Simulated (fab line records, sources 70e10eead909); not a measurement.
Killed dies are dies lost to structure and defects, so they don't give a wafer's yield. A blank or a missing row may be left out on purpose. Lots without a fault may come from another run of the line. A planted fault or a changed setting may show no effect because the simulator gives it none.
A struck lot beside a sound one | flow nand_harc | 11 steps out of a route of 1302
Sound: wafers L819.2, L819.4, L819.5. Struck: wafers L824.2, L824.6. (L824.5 of the same lot was not struck and is left out.) The cause comes at the end.
At each step with rows: each side's tool, then ch and its chambers, then its first start. Under that, the readings that differ: sound wafers | struck wafers | difference of the means | sigmas: that difference in standard deviations of wafers without a fault.
alike: readings whose means differ by less than 2 such deviations, and words and numbers that are the same on both sides. not compared: withheld readings, readings that some wafer has no value for, bounds like >300 that may hide the same value, and numbers for which the record gives no deviation and whose values overlap.
The two part at a step that has a row with sigmas, a row that says differs or no value, or rows on one side only. Numbers that don't overlap but have no deviation are shown without sigmas and don't part them. A reading that every wafer of one side lacks parts them only if that side has two wafers or more.

first, 1 step without rows for these wafers: NHARC_A_WL_FILL_CVD_23 (deposits poly-Si, target thk 40 nm, time 800 s).
NHARC_A_WL_FILL_ETCHBACK_26: etches the open film in HBr, target depth 52 nm, time 13.3 s.
  sound on rie_si-02 ch 1,2, day 26 04:19; struck on rie_si-06 ch 1,3, day 28 05:08
  alike: drypump_motor_current_A, oes_product_au, throttle_valve_pct
  not compared: rf_hours_counter_h
then, 2 steps without rows for these wafers: NHARC_A_WL_FILL_PRECLEAN_30 (cleans in dHF, time 10 s); NHARC_A_WL_FILL_SRD_14.
NHARC_A_WL_FILL_ALD_19: deposits TiN, target thk 2 nm, pulse time 3 s, ald cycles 100.
  sound on ald_metal-04 ch 0,1,3, day 26 04:35; struck on ald_metal-03 ch 1,2, day 28 05:23
  alike: heater_power_outer_w, heater_power_w, precursor_pulse_height_rel
  not compared: since_wet_clean_h
NHARC_A_WL_FILL_CVD_20: deposits W, target thk 100 nm, time 74 s.
  sound on cvd_w-02 ch 0,1; struck on cvd_w-02 ch 0,1
  alike: heater_power_outer_w, heater_power_w, mfc_ar_sccm, throttle_valve_pct
  not compared: since_wet_clean_h
NHARC_A_WL_FILL_CMP_12: polishes, t overpolish 30 s, target thk 100 nm.
  sound on cmp-03 ch 1,2, day 26 04:59; struck on cmp-02 ch 0,1, day 28 05:49
  alike: motor_current_A, overpolish_run_s, time_to_endpoint_s
then, 1 step without rows for these wafers: NHARC_A_WL_FILL_SRD_31.
NHARC_A_WL_FILL_INSPECT_15:
  sound on defect_inspect-01, day 26 05:27; struck on defect_inspect-01, day 28 06:15
  alike: raw_defect_count
NHARC_A_CONTACT_DEP_24: deposits SiO2, target thk 500 nm.
  sound on pecvd-01 ch 0,1,2, day 26 05:38; struck on pecvd-02 ch 0, day 28 06:23
  reading              | sound             | struck        | difference | sigmas
  rf_fwd_power_W (W)   | 897.1 898.2 898.0 | 1259.8 1254.9 | +359.6     | +99 or more
  showerhead_vpp_V (V) | 1882 1862 1849    | 2112 2109     | +246       | +4
  alike: heater_power_outer_w, heater_power_w, throttle_valve_pct
  not compared: since_wet_clean_h
then, 1 step without rows for these wafers: NHARC_END_SORT_01.

WHERE THEY PART
Only at NHARC_A_CONTACT_DEP_24, within this record.

WHY: what the simulator had put in
Process parameter drift: pecvd-02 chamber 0, from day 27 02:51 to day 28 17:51, at NHARC_A_CONTACT_DEP_24. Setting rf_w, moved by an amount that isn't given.
